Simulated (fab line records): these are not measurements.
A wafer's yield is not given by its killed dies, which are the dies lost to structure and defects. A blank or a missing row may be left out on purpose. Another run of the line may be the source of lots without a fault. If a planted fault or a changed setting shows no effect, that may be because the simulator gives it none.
Which of the tools did it? :: flow n5-finfet :: 32 wafers from 13 lots sampled at 4 of the route's 1938 steps

## WHAT THE GAUGES SHOWED, per wafer
N5_BEOL_M8_OVL_MEAS_12.
lot: L418
measured: day 9 10:39
on: overlay-01
M8_OVL (nm): 0.3 0.6 0.7

lot: L421
measured: day 9 23:04
on: overlay-01
M8_OVL (nm): 0.3 -0.9

lot: L420
measured: day 10 08:05
on: overlay-01
M8_OVL (nm): 0.0 -0.4

lot: L422
measured: day 10 08:21
on: overlay-02
M8_OVL (nm): 0.1 1.5

lot: L423
measured: day 10 11:41
on: overlay-01
M8_OVL (nm): -0.3 -1.5

lot: L424
measured: day 10 15:33
on: overlay-01
M8_OVL (nm): 0.8 1.4

lot: L425
measured: day 11 10:32
on: overlay-02
M8_OVL (nm): 0.3 0.7 1.3

lot: L434
measured: day 13 07:35
on: overlay-01
M8_OVL (nm): 0.2 0.6

lot: L436
measured: day 13 18:23
on: overlay-02
M8_OVL (nm): 1.0 1.0 0.3

lot: L435
measured: day 13 22:59
on: overlay-01
M8_OVL (nm): -0.3 0.4

lot: L438
measured: day 14 01:57
on: overlay-02
M8_OVL (nm): 0.0 0.0 -0.3

lot: L439
measured: day 14 18:26
on: overlay-02
M8_OVL (nm): 0.3 0.6 0.0

lot: L440
measured: day 15 05:17
on: overlay-01
M8_OVL (nm): -1.2 -0.8 -0.6

N5_BEOL_M8_INSPECT_58: inspects for defects (darkfield).
lot: L418
measured: day 9 16:05
on: defect-inspect-01
raw-defect-count: 57 57 49

lot: L421
measured: day 10 06:00
on: defect-inspect-02
raw-defect-count: 57 61

lot: L420
measured: day 10 13:15
on: defect-inspect-02
raw-defect-count: 72 61

lot: L422
measured: day 10 16:12
on: defect-inspect-01
raw-defect-count: 49 45

lot: L423
measured: day 10 17:44
on: defect-inspect-01
raw-defect-count: 35 33

lot: L424
measured: day 10 21:41
on: defect-inspect-01
raw-defect-count: 89 92

lot: L425
measured: day 11 16:56
on: defect-inspect-02
raw-defect-count: 64 57 62

lot: L434
measured: day 13 12:00
on: defect-inspect-02
raw-defect-count: 67 44

lot: L436
measured: day 13 23:22
on: defect-inspect-02
raw-defect-count: 36 64 62

lot: L435
measured: day 14 04:59
on: defect-inspect-02
raw-defect-count: 37 50

lot: L438
measured: day 14 06:59
on: defect-inspect-02
raw-defect-count: 53 66 72

lot: L439
measured: day 15 00:08
on: defect-inspect-02
raw-defect-count: 84 78 70

lot: L440
measured: day 15 10:29
on: defect-inspect-01
raw-defect-count: 48 52 41

## TOOL THAT RAN EACH LOT (tool first, then ch and the chambers of the sampled wafers, then the start)
lot: L418
N5_BEOL_M8_DESCUM_16: rie-diel-05 ch 0,1,3, day 9 10:42
N5_BEOL_M8_CURE_75: uv-cure-03 ch 1, day 9 13:58

lot: L421
N5_BEOL_M8_DESCUM_16: rie-diel-04 ch 0,3, day 9 23:14
N5_BEOL_M8_CURE_75: uv-cure-01 ch 2, day 10 01:59

lot: L420
N5_BEOL_M8_DESCUM_16: rie-diel-05 ch 0,1, day 10 08:09
N5_BEOL_M8_CURE_75: uv-cure-01 ch 0, day 10 11:22

lot: L422
N5_BEOL_M8_DESCUM_16: rie-diel-01 ch 1,3, day 10 08:35
N5_BEOL_M8_CURE_75: uv-cure-01 ch 0, day 10 11:59

lot: L423
N5_BEOL_M8_DESCUM_16: rie-diel-01 ch 0,3, day 10 11:46
N5_BEOL_M8_CURE_75: uv-cure-03 ch 2, day 10 14:56

lot: L424
N5_BEOL_M8_DESCUM_16: rie-diel-04 ch 0,1, day 10 15:47
N5_BEOL_M8_CURE_75: uv-cure-03 ch 1, day 10 18:55

lot: L425
N5_BEOL_M8_DESCUM_16: rie-diel-04 ch 0,1,3, day 11 10:41
N5_BEOL_M8_CURE_75: uv-cure-03 ch 1, day 11 12:22

lot: L434
N5_BEOL_M8_DESCUM_16: rie-diel-05 ch 0, day 13 07:43
N5_BEOL_M8_CURE_75: uv-cure-02 ch 2, day 13 09:25

lot: L436
N5_BEOL_M8_DESCUM_16: rie-diel-05 ch 0,1,3, day 13 18:27
N5_BEOL_M8_CURE_75: uv-cure-02 ch 0, day 13 20:07

lot: L435
N5_BEOL_M8_DESCUM_16: rie-diel-01 ch 1,3, day 13 23:13
N5_BEOL_M8_CURE_75: uv-cure-01 ch 0, day 14 01:55

lot: L438
N5_BEOL_M8_DESCUM_16: rie-diel-04 ch 0,1,3, day 14 02:04
N5_BEOL_M8_CURE_75: uv-cure-01 ch 0, day 14 03:53

lot: L439
N5_BEOL_M8_DESCUM_16: rie-diel-04 ch 0,2,3, day 14 18:31
N5_BEOL_M8_CURE_75: uv-cure-03 ch 1, day 14 22:04

lot: L440
N5_BEOL_M8_DESCUM_16: rie-diel-01 ch 0,1,2, day 15 05:48
N5_BEOL_M8_CURE_75: uv-cure-03 ch 2, day 15 08:04
- N5_BEOL_M8_DESCUM_16: chemistry O2, time 7.9 s.
- N5_BEOL_M8_CURE_75: cures SiCOH lowk, time 120 s.

## WHAT THE TOOLS THEMSELVES READ (means of the sampled wafers that have a number; where no wafer has one, the mark that the record gives instead)
N5_BEOL_M8_DESCUM_16.
lot: L418
tool: rie-diel-05
drypump-motor-current-A (A): 5.3
oes-product-au (a.u.): 0.88
rf-vpp-V (V): 241.4
showerhead-plenum-p-Torr (Torr): 2.04
throttle-valve-pct (%): 20.38

lot: L421
tool: rie-diel-04
drypump-motor-current-A (A): 6.0
oes-product-au (a.u.): 0.84
rf-vpp-V (V): 242.9
showerhead-plenum-p-Torr (Torr): 2.02
throttle-valve-pct (%): 20.26

lot: L420
tool: rie-diel-05
drypump-motor-current-A (A): 5.4
oes-product-au (a.u.): 0.84
rf-vpp-V (V): 241.6
showerhead-plenum-p-Torr (Torr): 2.04
throttle-valve-pct (%): 20.45

lot: L422
tool: rie-diel-01
drypump-motor-current-A (A): 5.8
oes-product-au (a.u.): 0.74
rf-vpp-V (V): 241.5
showerhead-plenum-p-Torr (Torr): 2.08
throttle-valve-pct (%): 20.82

lot: L423
tool: rie-diel-01
drypump-motor-current-A (A): 6.2
oes-product-au (a.u.): 0.77
rf-vpp-V (V): 242.6
showerhead-plenum-p-Torr (Torr): 2.09
throttle-valve-pct (%): 20.50

lot: L424
tool: rie-diel-04
drypump-motor-current-A (A): 5.7
oes-product-au (a.u.): 0.81
rf-vpp-V (V): 242.1
showerhead-plenum-p-Torr (Torr): 2.06
throttle-valve-pct (%): 20.39

lot: L425
tool: rie-diel-04
drypump-motor-current-A (A): 5.8
oes-product-au (a.u.): 0.82
rf-vpp-V (V): 243.1
showerhead-plenum-p-Torr (Torr): 2.06
throttle-valve-pct (%): 20.35

lot: L434
tool: rie-diel-05
drypump-motor-current-A (A): 5.1
oes-product-au (a.u.): 0.81
rf-vpp-V (V): 241.9
showerhead-plenum-p-Torr (Torr): 2.02
throttle-valve-pct (%): 20.38

lot: L436
tool: rie-diel-05
drypump-motor-current-A (A): 5.3
oes-product-au (a.u.): 0.83
rf-vpp-V (V): 242.2
showerhead-plenum-p-Torr (Torr): 2.03
throttle-valve-pct (%): 20.43

lot: L435
tool: rie-diel-01
drypump-motor-current-A (A): 5.9
oes-product-au (a.u.): 0.86
rf-vpp-V (V): 243.5
showerhead-plenum-p-Torr (Torr): 2.07
throttle-valve-pct (%): 20.66

lot: L438
tool: rie-diel-04
drypump-motor-current-A (A): 5.8
oes-product-au (a.u.): 0.80
rf-vpp-V (V): 243.0
showerhead-plenum-p-Torr (Torr): 2.05
throttle-valve-pct (%): 20.40

lot: L439
tool: rie-diel-04
drypump-motor-current-A (A): 5.7
oes-product-au (a.u.): 0.82
rf-vpp-V (V): 242.4
showerhead-plenum-p-Torr (Torr): 2.02
throttle-valve-pct (%): 20.32

lot: L440
tool: rie-diel-01
drypump-motor-current-A (A): 5.8
oes-product-au (a.u.): 0.78
rf-vpp-V (V): 243.8
showerhead-plenum-p-Torr (Torr): 2.10
throttle-valve-pct (%): 20.63

N5_BEOL_M8_CURE_75.
lot: L418
tool: uv-cure-03
lamp-power-pct (%): 52.32
run-length-s (s): 178.1
wafer_temp_C_max: 373.0

lot: L421
tool: uv-cure-01
lamp-power-pct (%): 52.34
run-length-s (s): 178.2
wafer_temp_C_max: 371.1

lot: L420
tool: uv-cure-01
lamp-power-pct (%): 52.28
run-length-s (s): 176.9
wafer_temp_C_max: 371.3

lot: L422
tool: uv-cure-01
lamp-power-pct (%): 52.25
run-length-s (s): 177.2
wafer_temp_C_max: 371.2

lot: L423
tool: uv-cure-03
lamp-power-pct (%): 52.33
run-length-s (s): 177.8
wafer_temp_C_max: 371.6

lot: L424
tool: uv-cure-03
lamp-power-pct (%): 52.31
run-length-s (s): 178.2
wafer_temp_C_max: 372.3

lot: L425
tool: uv-cure-03
lamp-power-pct (%): 52.37
run-length-s (s): 190.7
wafer_temp_C_max: 373.0

lot: L434
tool: uv-cure-02
lamp-power-pct (%): 52.30
run-length-s (s): 177.2
wafer_temp_C_max: 371.2

lot: L436
tool: uv-cure-02
lamp-power-pct (%): 52.24
run-length-s (s): 178.5
wafer_temp_C_max: 372.9

lot: L435
tool: uv-cure-01
lamp-power-pct (%): 52.30
run-length-s (s): 176.8
wafer_temp_C_max: 371.3

lot: L438
tool: uv-cure-01
lamp-power-pct (%): 52.31
run-length-s (s): 176.9
wafer_temp_C_max: 371.2

lot: L439
tool: uv-cure-03
lamp-power-pct (%): 52.27
run-length-s (s): 178.2
wafer_temp_C_max: 372.7

lot: L440
tool: uv-cure-03
lamp-power-pct (%): 52.30
run-length-s (s): 177.9
wafer_temp_C_max: 371.6

## THE ANSWER, worked out from the rows above alone
Rule: the usual values come from the lots themselves. The widest of any qualifying gaps counts: lots, ordered by their means at a reading, are off when they make up no more than a third of the lots, leave a main group of 4 or more, and stand apart from it by 3 or more times the standard deviation of that group's means. The tables above print the reading to a certain number of digits; a main group whose means all agree to those digits is not used. A lot without any number at a reading at which 4 lots or more have one is off too. Any other lot the step has rows for is counted as sound. After the gauges, taken in route order, come the tools' own readings; for these a lot's mean is taken, as printed above. At the first step where some lot is off, the reading lying furthest off is the one used; lots without a number count as furthest.
Off: L425, at N5_BEOL_M8_CURE_75 (run-length-s). The main group has a mean of 177.7 s with a standard deviation of 0.59.
If a tool, at that step or one of the process steps before it, ran each lot that is off and ran no sound lot following the first of them, it fits. Of those tried, none fits.

## WHAT WAS PUT IN BY THE SIMULATOR
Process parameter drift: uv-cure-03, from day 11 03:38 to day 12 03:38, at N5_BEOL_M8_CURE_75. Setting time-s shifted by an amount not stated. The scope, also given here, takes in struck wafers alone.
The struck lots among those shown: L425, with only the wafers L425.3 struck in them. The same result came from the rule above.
